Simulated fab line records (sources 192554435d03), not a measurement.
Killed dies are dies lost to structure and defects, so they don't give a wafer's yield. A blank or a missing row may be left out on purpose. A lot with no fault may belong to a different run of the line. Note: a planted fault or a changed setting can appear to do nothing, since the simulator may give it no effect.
fab line records	flow n5_finfet	part 1 of 2: steps 1 to 4 of 6
record: lots: 22	wafers: 66	last_day: 17
route steps=1938 shown WELL_APT@50 PMOS_HMC_CHANNEL_EPI@81 FIN_SAQP@142 FIN_CUT@168 DUMMY_GATE@246 SD_EPI_N@274
lots that met no fault: from a run of the same line without faults
start_h: hours from the record's first day to the start of the lot's first wafer shown	wait_h: hours since the lot's step before	" repeats the value in the row above	L1.1+2: a single row standing in for several wafers	- either no value or no given start	* or withheld: withheld	< > ~ a bound
route shown NAME@n: names a module that has steps shown in the file, with the first one's number in the route	usual: mean and standard deviation over wafers with no fault	same: alike in all rows	chamber/n: place in a boat	sites: the reading at each site	_std_site: standard deviation across them	_edge_site: outer sites' mean less inner sites'	radius_mm: for every site, how far away it sits from the centre of the wafer	mask NAME#n: copy n	behind: tool/chamber where the wafer was last shaped	hold: why the lot went on hold/how many hours it stayed there/how the hold came to an end	device: the transistor (n, p or np) that didn't switch	end of line: the same wafers' tests at the end of the route	where a step has no rows: the recipe by itself	killed: not the wafer's yield, but the dies lost to structure and defects at the first sort	map: shows each die of a wafer: x if killed, . if not, _ if none is there
set.NAME: the setting as run; set.NAME@STEP: as run at that earlier step	model.NAME: the simulator's own value behind a step, which no gauge read
steps of the route over a sample of lots; a table a step, a row a wafer
services: the hour from which a tool's chamber was out of use, counted from the record's first day as start_h (under 0 if before that day), plus the number of hours and why
== steps ==
step: N5_WELL_APT_RTA_34
recipe: temp_c: 1000	time_s: 10	ambient: N2	idle_temp_c: 600	ramp_up_c_per_s: 150	ramp_down_c_per_s: 60	cool_to_c: 600
usual: lamp_power_pct: 13.00/0.056	wafer_temp_C_max: 1003.5/1.1
lot.wafer	tool	chamber	start_h	wait_h	lamp_power_pct	wafer_temp_C_max
L074.1	rtp_anneal-02	0	16.40	0.0	13.11	1002.6
L074.3	"	0	"	"	13.04	1003.0
L074.4	"	0	"	"	13.01	1006.0
L075.2	rtp_anneal-02	0	22.16	0.2	13.01	1003.8
L075.5	"	0	"	"	12.93	1003.1
L075.6	"	0	"	"	13.04	1003.9
L076.1	rtp_anneal-01	0	28.21	0.0	12.98	1004.2
L076.2	"	0	"	"	13.05	1003.0
L076.4	"	0	"	"	12.95	1004.1
L078.3	rtp_anneal-01	0	40.20	0.1	13.04	1002.4
L078.4	"	0	"	"	13.11	1004.0
L078.5	"	0	"	"	12.98	1002.4
L079.1	rtp_anneal-02	0	45.70	0.0	12.96	1001.3
L079.3	"	0	"	"	13.09	1004.2
L079.4	"	0	"	"	12.92	1002.6
L080.2	rtp_anneal-01	0	52.49	0.1	13.09	1002.3
L080.5	"	0	"	"	13.00	1004.0
L080.6	"	0	"	"	13.01	1005.3
L081.1	rtp_anneal-02	0	57.67	0.0	12.99	1003.5
L081.3	"	0	"	"	12.92	1002.3
L081.4	"	0	"	"	13.09	1002.9
L082.2	rtp_anneal-01	0	63.81	0.0	12.98	1003.9
L082.4	"	0	"	"	13.00	1004.1
L082.5	"	0	"	"	12.94	1003.4
L083.1	rtp_anneal-02	0	70.68	0.3	13.06	1002.1
L083.4	"	0	"	"	12.90	1004.3
L083.5	"	0	"	"	13.08	1004.9
L084.1	rtp_anneal-01	0	75.84	0.2	12.94	1004.7
L084.5	"	0	"	"	13.05	1003.2
L084.6	"	0	"	"	12.97	1005.3
L085.2	rtp_anneal-02	0	81.77	0.0	13.02	1002.4
L085.3	"	0	"	"	13.04	1002.9
L085.4	"	0	"	"	12.92	1004.6
L086.1	rtp_anneal-01	0	87.97	0.2	13.07	1002.0
L086.3	"	0	"	"	12.99	1004.1
L086.5	"	0	"	"	12.92	1004.0
L087.1	rtp_anneal-01	0	94.02	0.0	13.04	1003.4
L087.5	"	0	"	"	12.89	1003.2
L087.6	"	0	"	"	13.02	1004.2
L088.1	rtp_anneal-02	0	100.58	0.0	13.05	1004.0
L088.2	"	0	"	"	13.00	1002.9
L088.5	"	0	"	"	12.99	1003.5
L089.1	rtp_anneal-01	0	106.00	0.0	13.06	1002.0
L089.4	"	0	"	"	13.03	1004.1
L089.5	"	0	"	"	12.92	1004.3
L090.2	rtp_anneal-01	0	111.80	0.1	13.03	1003.7
L090.3	"	0	"	"	12.90	1005.6
L090.5	"	0	"	"	13.04	1005.3
L092.2	rtp_anneal-01	0	123.86	0.0	13.01	1004.6
L092.4	"	0	"	"	12.90	1003.8
L092.5	"	0	"	"	12.93	1003.5
L093.3	rtp_anneal-02	0	130.80	0.1	12.89	1004.2
L093.5	"	0	"	"	13.06	1002.4
L093.6	"	0	"	"	13.01	1003.9
L094.2	rtp_anneal-02	0	136.43	0.3	12.98	1003.5
L094.3	"	0	"	"	13.07	1002.9
L094.5	"	0	"	"	12.96	1004.0
L095.1	rtp_anneal-02	0	142.20	0.4	13.00	1005.6
L095.4	"	0	"	"	13.10	1003.9
L095.6	"	0	"	"	13.02	1004.0
L096.2	rtp_anneal-02	0	148.01	0.0	13.06	1005.6
L096.4	"	0	"	"	13.02	1003.0
L096.5	"	0	"	"	12.93	1001.8
L097.3	rtp_anneal-01	0	155.21	0.6	12.97	1003.2
L097.5	"	0	"	"	13.00	1003.9
L097.6	"	0	"	"	12.92	1001.7
step: N5_PMOS_HMC_CHANNEL_EPI_CMP_21
recipe: material: SiGe30	post_cmp_clean: alkaline_brush	target_thk_nm: 54
usual: motor_current_A: 12.4/1.6	retaining_ring_pressure_frac: 0.999/0.0052
lot.wafer	tool	chamber	start_h	wait_h	motor_current_A	retaining_ring_pressure_frac
L074.3	cmp-04	1	19.81	0.1	11.6	1.006
L074.1	"	2	"	"	14.0	1.009
L074.4	"	3	"	"	10.9	0.991
L075.2	cmp-01	0	25.60	0.1	14.0	1.002
L075.5	"	2	"	"	15.0	0.999
L075.6	"	3	"	"	10.7	0.999
L076.4	cmp-04	1	31.63	0.1	11.1	1.004
L076.1	"	2	"	"	14.2	0.992
L076.2	"	3	"	"	11.3	0.992
L078.3	cmp-01	3	44.01	0.2	10.6	0.996
L078.4	"	1	"	"	10.4	1.002
L078.5	"	0	"	"	14.0	0.999
L079.3	cmp-04	0	49.55	0.0	13.0	0.998
L079.4	"	1	"	"	11.1	0.997
L079.1	"	2	"	"	13.6	1.003
L080.2	cmp-04	2	57.00	0.1	13.8	0.995
L080.5	"	1	"	"	11.2	1.003
L080.6	"	2	"	"	13.8	1.004
L081.3	cmp-01	3	61.27	0.1	11.5	0.997
L081.1	"	0	"	"	14.1	0.996
L081.4	"	1	"	"	11.0	1.010
L082.4	cmp-01	1	67.75	0.0	10.8	0.996
L082.2	"	2	"	"	13.9	1.004
L082.5	"	1	"	"	10.7	1.004
L083.4	cmp-01	0	74.53	0.0	13.5	1.008
L083.1	"	1	"	"	10.9	0.999
L083.5	"	1	"	"	9.9	0.995
L084.1	cmp-02	1	79.72	0.1	14.4	1.005
L084.6	"	2	"	"	11.8	0.999
L084.5	"	3	"	"	12.3	0.995
L085.3	cmp-01	2	85.84	0.0	14.2	1.005
L085.2	"	0	"	"	13.7	0.994
L085.4	"	1	"	"	10.7	0.999
L086.3	cmp-01	3	91.51	0.1	10.8	1.012
L086.1	"	0	"	"	13.6	1.002
L086.5	"	2	"	"	13.9	0.994
L087.1	cmp-02	1	97.87	0.1	13.6	1.001
L087.6	"	3	"	"	12.3	0.995
L087.5	"	0	"	"	11.7	1.014
L088.1	cmp-01	1	104.26	0.1	10.0	0.996
L088.2	"	3	"	"	10.5	0.995
L088.5	"	1	"	"	10.2	0.993
L089.1	cmp-04	3	109.57	0.0	11.9	0.996
L089.4	"	0	"	"	13.6	0.997
L089.5	"	0	"	"	14.1	1.005
L090.2	cmp-01	3	115.74	0.0	10.7	1.007
L090.3	"	1	"	"	10.6	0.994
L090.5	"	3	"	"	10.6	1.004
L092.2	cmp-01	0	127.50	0.0	13.7	0.998
L092.4	"	3	"	"	11.3	1.000
L092.5	"	0	"	"	14.1	1.007
L093.3	cmp-04	2	135.33	0.1	13.9	1.004
L093.5	"	1	"	"	11.1	1.000
L093.6	"	2	"	"	14.4	1.007
L094.2	cmp-04	0	140.20	0.1	13.0	0.997
L094.3	"	1	"	"	10.8	1.005
L094.5	"	0	"	"	13.3	0.995
L095.4	cmp-02	3	146.09	0.0	12.1	0.994
L095.1	"	1	"	"	13.9	0.998
L095.6	"	0	"	"	11.7	1.003
L096.2	cmp-04	3	152.20	0.0	10.6	1.004
L096.4	"	2	"	"	14.0	0.996
L096.5	"	3	"	"	11.6	0.993
L097.3	cmp-01	3	159.18	0.1	10.8	0.998
L097.6	"	2	"	"	14.6	0.989
L097.5	"	3	"	"	10.6	0.999
step: N5_FIN_SAQP_HM_OPEN_33
recipe: chemistry: CH3F/O2	target: SiNx	mask_material: SiO2	target_depth_a: 494	time_s: 70.6	pressure_mtorr: 30	source_w: 395	bias_w: 73	Ar_flow_sccm: 150	CH3F_flow_sccm: 30	O2_flow_sccm: 20	ion_energy_ev: 120	ends: cleared
usual: drypump_motor_current_A: 5.8/0.42	etch_rf_on_time_s: 69.3/1.5	oes_product_au: 0.67/0.057	rf_vpp_V: 297/4.6	showerhead_plenum_p_Torr: 2.02/0.055	throttle_valve_pct: 16.41/0.23
lot.wafer	tool	chamber	start_h	wait_h	drypump_motor_current_A	etch_rf_on_time_s	oes_product_au	rf_hours_counter_h	rf_vpp_V	showerhead_plenum_p_Torr	throttle_valve_pct
L074.1	rie_diel-01	0	26.70	0.3	5.9	70.6	0.66	114	289	1.93	16.10
L074.3	"	1	"	"	6.2	68.5	0.79	25	304	2.04	16.35
L074.4	"	1	"	"	6.2	67.7	0.78	-	303	2.04	16.34
L075.2	rie_diel-04	2	31.54	0.0	5.9	71.0	0.73	43	297	2.04	15.99
L075.5	"	3	"	"	5.6	71.4	0.61	-	304	2.08	16.73
L075.6	"	0	"	"	5.3	72.5	0.64	-	290	2.01	16.30
L076.1	rie_diel-01	0	37.50	0.0	5.9	70.6	0.67	118	292	1.92	16.10
L076.2	"	2	"	"	5.6	69.4	0.72	56	298	1.93	16.25
L076.4	"	3	"	"	6.8	70.2	0.63	178	302	2.08	16.61
L078.3	rie_diel-02	0	50.34	0.1	6.2	67.4	0.60	233	294	2.07	16.70
L078.4	"	3	"	"	5.2	68.6	0.64	-	294	2.02	16.23
L078.5	"	0	"	"	6.2	67.0	0.59	-	294	2.08	16.70
L079.1	rie_diel-02	0	55.71	0.0	6.2	68.1	0.60	236	295	2.07	16.70
L079.3	"	1	"	"	5.8	67.1	0.70	117	294	2.02	16.49
L079.4	"	1	"	"	5.8	68.1	0.70	-	292	2.02	16.48
L080.2	rie_diel-02	0	64.59	0.2	6.2	68.0	0.58	239	295	2.07	16.71
L080.5	"	3	"	"	5.2	70.1	0.64	-	295	2.02	16.22
L080.6	"	0	"	"	6.2	69.0	0.59	-	295	2.07	16.73
L081.1	rie_diel-04	3	68.60	0.1	5.6	67.5	0.61	213	302	2.07	16.73
L081.3	"	2	"	"	6.0	69.6	0.72	56	297	2.03	16.00
L081.4	"	1	"	"	5.5	68.6	0.74	42	296	2.04	16.43
L082.2	rie_diel-04	1	75.15	0.0	5.5	67.2	0.74	46	295	2.04	16.43
L082.4	"	2	"	"	6.0	68.6	0.71	59	295	2.03	16.00
L082.5	"	3	"	"	5.6	69.1	0.60	-	304	2.07	16.76
L083.1	rie_diel-02	2	81.17	0.0	6.6	68.0	0.66	139	294	2.11	16.76
L083.4	"	1	"	"	5.8	68.5	0.69	122	295	2.02	16.48
L083.5	"	1	"	"	5.8	69.1	0.70	-	295	2.02	16.49
L084.1	rie_diel-04	3	85.61	0.1	5.6	67.8	0.61	221	304	2.07	16.76
L084.5	"	3	"	"	5.6	68.1	0.61	-	305	2.07	16.76
L084.6	"	0	"	"	5.3	68.7	0.63	-	290	2.00	16.34
L085.2	rie_diel-04	2	95.24	0.1	6.0	67.8	0.72	66	294	2.03	16.02
L085.3	"	3	"	"	5.6	67.0	0.61	224	303	2.07	16.77
L085.4	"	1	"	"	5.5	67.2	0.74	52	297	2.04	16.44
L086.1	rie_diel-04	3	99.65	0.1	5.6	66.3	0.61	226	304	2.07	16.78
L086.3	"	0	"	"	5.3	67.2	0.63	176	288	2.00	16.35
L086.5	"	0	"	"	5.3	68.3	0.63	-	288	2.00	16.36
L087.1	rie_diel-01	2	104.17	0.0	5.6	70.8	0.69	81	299	1.93	16.31
L087.5	"	1	"	"	6.2	69.8	0.76	-	303	2.03	16.37
L087.6	"	2	"	"	5.6	72.2	0.68	-	297	1.93	16.31
L088.1	rie_diel-01	0	110.81	0.0	5.9	71.4	0.64	145	290	1.92	16.15
L088.2	"	3	"	"	6.7	70.8	0.61	205	302	2.07	16.65
L088.5	"	3	"	"	6.7	71.4	0.62	-	301	2.07	16.66
L089.1	rie_diel-02	2	115.65	0.0	6.6	68.7	0.65	153	295	2.11	16.78
L089.4	"	3	"	"	5.2	71.7	0.61	173	294	2.01	16.29
L089.5	"	3	"	"	5.2	69.6	0.62	-	296	2.01	16.28
L090.2	rie_diel-04	1	121.93	0.0	5.5	67.7	0.72	61	295	2.04	16.46
L090.3	"	0	"	"	5.3	69.6	0.62	184	290	2.00	16.36
L090.5	"	3	"	"	5.6	69.2	0.60	-	304	2.07	16.80
L092.2	rie_diel-01	2	133.64	0.0	5.6	68.0	0.67	90	299	1.92	16.33
L092.4	"	3	"	"	6.7	70.7	0.61	213	302	2.07	16.67
L092.5	"	1	"	"	6.2	68.8	0.74	-	304	2.03	16.41
L093.3	rie_diel-01	3	142.16	0.1	6.7	70.1	0.60	217	304	2.07	16.67
L093.5	"	3	"	"	6.7	70.5	0.61	-	302	2.07	16.66
L093.6	"	2	"	"	5.6	71.4	0.68	-	298	1.92	16.33
L094.2	rie_diel-01	3	146.84	0.4	6.7	70.5	0.61	218	301	2.07	16.68
L094.3	"	2	"	"	5.6	70.6	0.67	95	298	1.92	16.33
L094.5	"	1	"	"	6.2	69.0	0.74	-	302	2.03	16.40
L095.1	rie_diel-01	2	152.22	0.0	5.6	70.5	0.66	96	298	1.92	16.34
L095.4	"	0	"	"	5.9	71.2	0.63	160	290	1.91	16.18
L095.6	"	1	"	"	6.2	69.6	0.73	-	303	2.03	16.41
L096.2	rie_diel-04	2	158.39	0.1	5.9	69.2	0.68	89	294	2.02	16.06
L096.4	"	0	"	"	5.3	70.9	0.61	198	289	1.99	16.38
L096.5	"	3	"	"	5.6	69.0	0.59	-	304	2.06	16.81
L097.3	rie_diel-01	0	165.53	0.0	5.9	69.6	0.63	165	292	1.91	16.18
L097.5	"	1	"	"	6.1	67.6	0.74	-	303	2.03	16.43
L097.6	"	0	"	"	5.9	71.4	0.64	-	292	1.91	16.19
step: N5_FIN_CUT_ETCH_20
recipe: chemistry: CF4	target: SiARC	target_depth_a: 260	mask_material: CAR-EUV	time_s: 43.3	ion_energy_ev: 80	pressure_mtorr: 40	source_w: 545	bias_w: 36	Ar_flow_sccm: 100	cf4_flow_sccm: 100	ends: cleared
usual: drypump_motor_current_A: 5.8/0.47	etch_rf_on_time_s: 43.5/1	oes_product_au: 0.67/0.055	rf_vpp_V: 184.0/1.3	showerhead_plenum_p_Torr: 2.14/0.08	throttle_valve_pct: 15.76/0.21
lot.wafer	tool	chamber	start_h	wait_h	drypump_motor_current_A	etch_rf_on_time_s	oes_product_au	rf_hours_counter_h	rf_vpp_V	showerhead_plenum_p_Torr	throttle_valve_pct
L074.1	rie_diel-06	0	27.72	0.0	5.9	44.3	0.61	193	184.0	2.22	16.08
L074.3	"	1	"	"	6.3	43.7	0.69	104	184.2	2.24	15.79
L074.4	"	3	"	"	5.9	44.8	0.76	33	184.1	2.10	15.55
L075.2	rie_diel-03	1	32.68	0.0	6.1	43.4	0.66	131	183.4	2.16	15.61
L075.5	"	3	"	"	5.6	43.2	0.65	-	183.3	2.16	15.71
L075.6	"	2	"	"	6.1	44.0	0.63	-	184.2	2.22	15.87
L076.1	rie_diel-06	1	38.69	0.0	6.3	43.5	0.69	108	185.8	2.23	15.83
L076.2	"	2	"	"	5.4	41.7	0.65	187	182.6	2.05	15.77
L076.4	"	0	"	"	5.8	44.2	0.61	197	185.4	2.21	16.12
L078.3	rie_diel-06	1	51.48	0.0	6.4	43.1	0.68	112	186.1	2.23	15.83
L078.4	"	2	"	"	5.4	41.4	0.65	193	182.8	2.05	15.79
L078.5	"	3	"	"	5.9	44.6	0.76	-	181.0	2.10	15.58
L079.1	rie_diel-05	3	56.90	0.0	5.1	45.2	0.58	212	183.9	2.04	15.86
L079.3	"	0	"	"	6.8	43.9	0.74	58	184.4	2.26	15.38
L079.4	"	1	"	"	5.3	43.4	0.69	96	182.2	2.06	15.43
L080.2	rie_diel-06	0	65.85	0.0	5.8	43.7	0.61	204	185.7	2.21	16.13
L080.5	"	2	"	"	5.5	42.0	0.65	-	182.6	2.05	15.78
L080.6	"	1	"	"	6.3	43.8	0.68	-	184.5	2.23	15.85
L081.1	rie_diel-03	0	69.61	0.0	5.9	43.1	0.73	64	185.8	2.18	15.56
L081.3	"	2	"	"	6.1	44.5	0.62	192	185.1	2.22	15.87
L081.4	"	1	"	"	6.1	43.9	0.65	143	183.5	2.15	15.62
L082.2	rie_diel-06	0	76.16	0.0	5.8	43.6	0.61	206	183.4	2.21	16.13
L082.4	"	2	"	"	5.4	42.0	0.64	199	183.4	2.04	15.78
L082.5	"	2	"	"	5.4	42.4	0.64	-	183.4	2.04	15.79
L083.1	rie_diel-05	0	82.31	0.0	6.8	44.6	0.73	65	184.8	2.26	15.39
L083.4	"	2	"	"	5.1	41.7	0.83	5	184.2	2.11	15.59
L083.5	"	0	"	"	6.7	44.3	0.73	-	186.4	2.26	15.38
L084.1	rie_diel-03	1	86.62	0.0	6.1	43.7	0.64	148	184.1	2.15	15.65
L084.5	"	1	"	"	6.1	43.7	0.65	-	185.2	2.15	15.64
L084.6	"	0	"	"	5.9	42.9	0.72	-	183.8	2.18	15.57
L085.2	rie_diel-06	1	96.44	0.0	6.4	43.4	0.68	125	186.3	2.23	15.87
L085.3	"	0	"	"	5.8	43.7	0.60	214	185.7	2.21	16.14
L085.4	"	1	"	"	6.3	43.2	0.68	-	185.5	2.23	15.86
L086.1	rie_diel-06	1	100.66	0.0	6.4	43.1	0.68	126	184.8	2.23	15.86
L086.3	"	0	"	"	5.8	43.9	0.61	215	184.2	2.21	16.14
L086.5	"	0	"	"	5.8	43.8	0.61	-	183.9	2.21	16.13
L087.1	rie_diel-06	0	105.36	0.0	5.8	44.4	0.60	217	184.6	2.21	16.14
L087.5	"	2	"	"	5.4	42.1	0.64	-	183.4	2.04	15.81
L087.6	"	1	"	"	6.3	43.8	0.67	-	185.1	2.23	15.86
L088.1	rie_diel-03	2	112.07	0.0	6.1	44.2	0.62	205	185.6	2.21	15.92
L088.2	"	0	"	"	5.9	43.2	0.70	77	184.9	2.17	15.61
L088.5	"	0	"	"	5.9	42.7	0.71	-	184.8	2.17	15.61
L089.1	rie_diel-05	3	116.68	0.0	5.1	45.0	0.58	229	182.0	2.03	15.90
L089.4	"	1	"	"	5.4	43.5	0.67	113	182.9	2.05	15.47
L089.5	"	3	"	"	5.1	44.8	0.57	-	184.0	2.03	15.89
L090.2	rie_diel-03	1	123.07	0.0	6.1	43.6	0.65	155	184.6	2.15	15.66
L090.3	"	2	"	"	6.1	44.3	0.62	210	184.7	2.21	15.92
L090.5	"	1	"	"	6.1	43.7	0.64	-	184.3	2.15	15.66
L092.2	rie_diel-06	2	134.83	0.0	5.4	42.4	0.63	218	182.7	2.04	15.84
L092.4	"	3	"	"	5.9	44.8	0.73	60	182.9	2.09	15.64
L092.5	"	1	"	"	6.3	43.4	0.66	-	186.6	2.22	15.86
L093.3	rie_diel-06	3	143.17	0.0	5.9	45.5	0.72	63	183.6	2.09	15.62
L093.5	"	0	"	"	5.8	44.0	0.60	-	184.6	2.20	16.17
L093.6	"	1	"	"	6.3	44.1	0.66	-	184.7	2.22	15.89
L094.2	rie_diel-05	3	147.86	0.0	5.1	45.4	0.57	239	182.8	2.03	15.92
L094.3	"	2	"	"	5.0	41.7	0.79	25	183.1	2.10	15.63
L094.5	"	0	"	"	6.8	43.7	0.72	-	185.3	2.26	15.42
L095.1	rie_diel-05	1	154.05	0.0	5.4	43.8	0.67	126	182.8	2.05	15.49
L095.4	"	3	"	"	5.1	45.2	0.57	242	182.2	2.03	15.91
L095.6	"	0	"	"	6.8	44.2	0.71	-	185.0	2.26	15.42
L096.2	rie_diel-05	2	159.83	0.0	5.1	41.5	0.77	30	181.7	2.10	15.63
L096.4	"	0	"	"	6.8	43.8	0.71	87	186.7	2.25	15.42
L096.5	"	1	"	"	5.4	43.4	0.66	-	182.7	2.05	15.51
L097.3	rie_diel-06	1	166.58	0.0	6.3	43.7	0.66	149	185.1	2.22	15.91
L097.5	"	2	"	"	5.5	42.2	0.62	-	183.0	2.03	15.86
L097.6	"	1	"	"	6.3	43.5	0.66	-	183.2	2.22	15.91
